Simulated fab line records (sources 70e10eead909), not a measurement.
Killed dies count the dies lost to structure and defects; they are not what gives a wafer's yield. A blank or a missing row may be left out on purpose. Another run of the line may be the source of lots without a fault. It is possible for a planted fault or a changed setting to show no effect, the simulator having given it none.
Chamber matching | flow nand_harc | NHARC_A_STAIRCASE_CMP_152 on cmp-02 has 4 sister chambers
The step polishes. 4 wafers are shown with their chamber, then 9 later ones without.

== WAFERS PAIRED WITH THEIR CHAMBERS ==
wafer  | chamber | motor_current_A (A)
L079.5 | 1       | 12.7
L082.1 | 2       | 11.4
L082.3 | 3       | 9.8
L082.5 | 0       | 11.0

== WAFERS WHOSE CHAMBER IS MISSING ==
wafer  | motor_current_A (A)
L086.3 | 12.0
L086.5 | 11.7
L086.6 | 10.1
L086.1 | 9.3
L086.2 | 12.3
L086.4 | 11.3
L095.3 | 11.0
L095.5 | 11.5
L095.6 | 12.3

== CHAMBER TAKEN BY EACH ==
wafer  | from the rows above          | in truth
L086.3 | can't be placed: 2 or 1 or 0 | 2
L086.5 | can't be placed: 2 or 0 or 1 | 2
L086.6 | can't be placed: 3 or 0      | 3
L086.1 | 3                            | 3
L086.2 | can't be placed: 1 or 2      | 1
L086.4 | can't be placed: 2 or 0      | 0
L095.3 | can't be placed: 0 or 2      | 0
L095.5 | can't be placed: 2 or 0      | 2
L095.6 | can't be placed: 1 or 2      | 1
Correctly placed: 1 of 9. These rows do not allow placing 8 (true chamber among the candidates in 8). Number placed wrongly: 0.
How it was worked out, from the rows above alone: a wafer's distance from a chamber is the root of the sum, over the readings, of the square of ((its reading less the chamber's mean) divided by the reading's scatter). If the next closest chamber is less than 2 further off than the closest, the wafer can't be placed; otherwise it belongs to the closest. A chamber's mean is the mean of its shown wafers. The scatter: with one shown wafer a chamber, the root of the mean of the squares of how far each hidden wafer lies from its nearest shown one.
